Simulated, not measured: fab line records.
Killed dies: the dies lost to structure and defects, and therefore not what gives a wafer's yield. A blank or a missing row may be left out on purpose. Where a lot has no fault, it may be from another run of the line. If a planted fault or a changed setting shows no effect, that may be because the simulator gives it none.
Chamber matching || flow n5Finfet || 3 sister chambers for N5_BEOL_M7_CURE_75 on uvCure-02
The step cures SiCOH lowk, time 120 s. 16 wafers are shown with their chamber, then 8 later ones without.

== WAFERS, EACH WITH ITS CHAMBER ==
{"wafer": "L074.1", "chamber": 0, "wafer_temp_C_max": 372.0, "lampPowerPct (%)": 52.28}
{"wafer": "L074.4", "chamber": 0, "wafer_temp_C_max": 372.2, "lampPowerPct (%)": 52.32}
{"wafer": "L074.6", "chamber": 0, "wafer_temp_C_max": 372.3, "lampPowerPct (%)": 52.33}
{"wafer": "L085.2", "chamber": 2, "wafer_temp_C_max": 371.3, "lampPowerPct (%)": 52.32}
{"wafer": "L085.3", "chamber": 2, "wafer_temp_C_max": 371.7, "lampPowerPct (%)": 52.29}
{"wafer": "L085.4", "chamber": 2, "wafer_temp_C_max": 371.2, "lampPowerPct (%)": 52.31}
{"wafer": "L090.3", "chamber": 1, "wafer_temp_C_max": 371.6, "lampPowerPct (%)": 52.39}
{"wafer": "L090.4", "chamber": 1, "wafer_temp_C_max": 371.9, "lampPowerPct (%)": 52.38}
{"wafer": "L090.6", "chamber": 1, "wafer_temp_C_max": 371.4, "lampPowerPct (%)": 52.25}
{"wafer": "L088.2", "chamber": 1, "wafer_temp_C_max": 371.7, "lampPowerPct (%)": 52.45}
{"wafer": "L088.5", "chamber": 1, "wafer_temp_C_max": 371.5, "lampPowerPct (%)": 52.32}
{"wafer": "L088.6", "chamber": 1, "wafer_temp_C_max": 371.5, "lampPowerPct (%)": 52.25}
{"wafer": "L087.1", "chamber": 1, "wafer_temp_C_max": 371.9, "lampPowerPct (%)": 52.38}
{"wafer": "L087.2", "chamber": 1, "wafer_temp_C_max": 371.7, "lampPowerPct (%)": 52.46}
{"wafer": "L087.6", "chamber": 1, "wafer_temp_C_max": 371.7, "lampPowerPct (%)": 52.34}
{"wafer": "L094.2", "chamber": 1, "wafer_temp_C_max": 371.9, "lampPowerPct (%)": 52.35}

SIGNATURES (means of the wafers above)
{"reading": "wafer_temp_C_max", "chamber 0": 372.167, "chamber 1": 371.680, "chamber 2": 371.400, "scatter within a chamber": 0.193}
{"reading": "lampPowerPct", "chamber 0": 52.3100, "chamber 1": 52.3570, "chamber 2": 52.3067, "scatter within a chamber": 0.0607}
Rule: distance of a wafer from a chamber = root of the sum over the readings of ((wafer's reading minus chamber's mean) / reading's scatter) squared. The wafer belongs to the nearest chamber; if the next one is less than 2 further off, it can't be placed. How the scatter is found: for the shown wafers, subtract from each reading the mean of its chamber, square and add these, divide the total by (wafers less chambers), then take the root.

== WAFERS WITHOUT THEIR CHAMBER ==
{"wafer": "L094.3", "wafer_temp_C_max": 371.7, "lampPowerPct (%)": 52.25}
{"wafer": "L094.4", "wafer_temp_C_max": 371.3, "lampPowerPct (%)": 52.35}
{"wafer": "L096.1", "wafer_temp_C_max": 371.3, "lampPowerPct (%)": 52.25}
{"wafer": "L096.2", "wafer_temp_C_max": 372.0, "lampPowerPct (%)": 52.39}
{"wafer": "L096.5", "wafer_temp_C_max": 372.2, "lampPowerPct (%)": 52.37}
{"wafer": "L097.4", "wafer_temp_C_max": 372.4, "lampPowerPct (%)": 52.34}
{"wafer": "L097.5", "wafer_temp_C_max": 372.5, "lampPowerPct (%)": 52.41}
{"wafer": "L097.6", "wafer_temp_C_max": 371.6, "lampPowerPct (%)": 52.30}

== THE CHAMBER EACH PASSED THROUGH ==
{"wafer": "L094.3", "from the rows above": "can't be placed: 1 or 2 or 0", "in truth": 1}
{"wafer": "L094.4", "from the rows above": "can't be placed: 2 or 1", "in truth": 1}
{"wafer": "L096.1", "from the rows above": "can't be placed: 2 or 1", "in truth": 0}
{"wafer": "L096.2", "from the rows above": "can't be placed: 0 or 1 or 2", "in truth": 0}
{"wafer": "L096.5", "from the rows above": "can't be placed: 0 or 1", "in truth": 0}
{"wafer": "L097.4", "from the rows above": 0, "in truth": 0}
{"wafer": "L097.5", "from the rows above": "can't be placed: 0 or 1", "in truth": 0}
{"wafer": "L097.6", "from the rows above": "can't be placed: 1 or 2 or 0", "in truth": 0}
Placed correctly: 1 of 8. Unplaceable from these rows: 7, with the true chamber sitting among the candidates in 6. Number placed wrongly: 0.
